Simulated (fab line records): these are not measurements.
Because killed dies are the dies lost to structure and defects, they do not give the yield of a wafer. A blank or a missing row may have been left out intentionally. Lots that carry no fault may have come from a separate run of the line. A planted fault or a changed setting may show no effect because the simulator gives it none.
Matching of chambers -- flow n5 finfet -- rie diel-06 running N5_BEOL_M7_VIA_ETCH_34: 4 sister chambers
The step etches SiCOH lowk in C4F6/O2, target depth 125.5 nm, time 50.5 s. 20 wafers are shown with their chamber, then 10 later ones without.

WAFERS, EACH WITH ITS CHAMBER
wafer,chamber,showerhead plenum p Torr (Torr),drypump motor current A (A),rf vpp V (V)
L078.2,2,2.98,5.4,648
L078.3,3,2.64,5.9,632
L078.5,0,2.90,5.7,674
L079.1,0,2.90,5.7,673
L079.2,1,2.80,4.7,628
L079.6,2,2.98,5.4,648
L081.2,0,2.90,5.6,673
L081.3,1,2.80,4.7,629
L081.6,0,2.90,5.6,672
L080.1,3,2.64,5.9,629
L080.2,0,2.90,5.6,673
L080.3,1,2.80,4.7,627
L080.4,2,2.98,5.4,648
L080.5,3,2.64,5.9,630
L080.6,2,2.98,5.4,647
L082.3,3,2.64,5.9,631
L082.4,2,2.98,5.4,647
L082.5,2,2.98,5.4,648
L084.2,2,2.97,5.4,648
L084.4,3,2.63,5.9,631

SIGNATURES (means of the wafers above)
reading,chamber 0,chamber 1,chamber 2,chamber 3,scatter within a chamber
showerhead plenum p Torr,2.9000,2.8000,2.9786,2.6380,0.00322
drypump motor current A,5.640,4.700,5.400,5.900,0.0274
rf vpp V,673.00,628.00,647.71,630.60,0.815
Rule: a wafer lies at a distance from a chamber equal to the root of the sum of squares, over the readings, of (its reading less the chamber's mean, divided by the reading's scatter). If the next closest chamber is less than 2 further off than the closest, the wafer can't be placed; otherwise it belongs to the closest. The scatter is the square root of a quotient: the sum, over the shown wafers, of each reading's squared deviation from its chamber's mean, divided by wafers minus chambers.

WAFERS WHOSE CHAMBER IS MISSING
wafer,showerhead plenum p Torr (Torr),drypump motor current A (A),rf vpp V (V)
L084.5,2.97,5.4,647
L089.1,2.80,4.7,627
L089.2,2.97,5.4,647
L089.3,2.89,5.7,674
L089.4,2.80,4.7,628
L089.5,2.89,5.6,673
L089.6,2.97,5.4,646
L095.1,2.63,5.9,629
L095.3,2.96,5.4,649
L095.5,2.79,4.7,627

WHICH CHAMBER EACH WENT THROUGH
wafer,from the rows above,in truth
L084.5,2,2
L089.1,1,1
L089.2,2,2
L089.3,0,0
L089.4,1,1
L089.5,0,0
L089.6,2,2
L095.1,3,3
L095.3,2,2
L095.5,1,1
10 of 10 placed correctly. Not placeable from these rows: 0. Placed wrongly: 0.
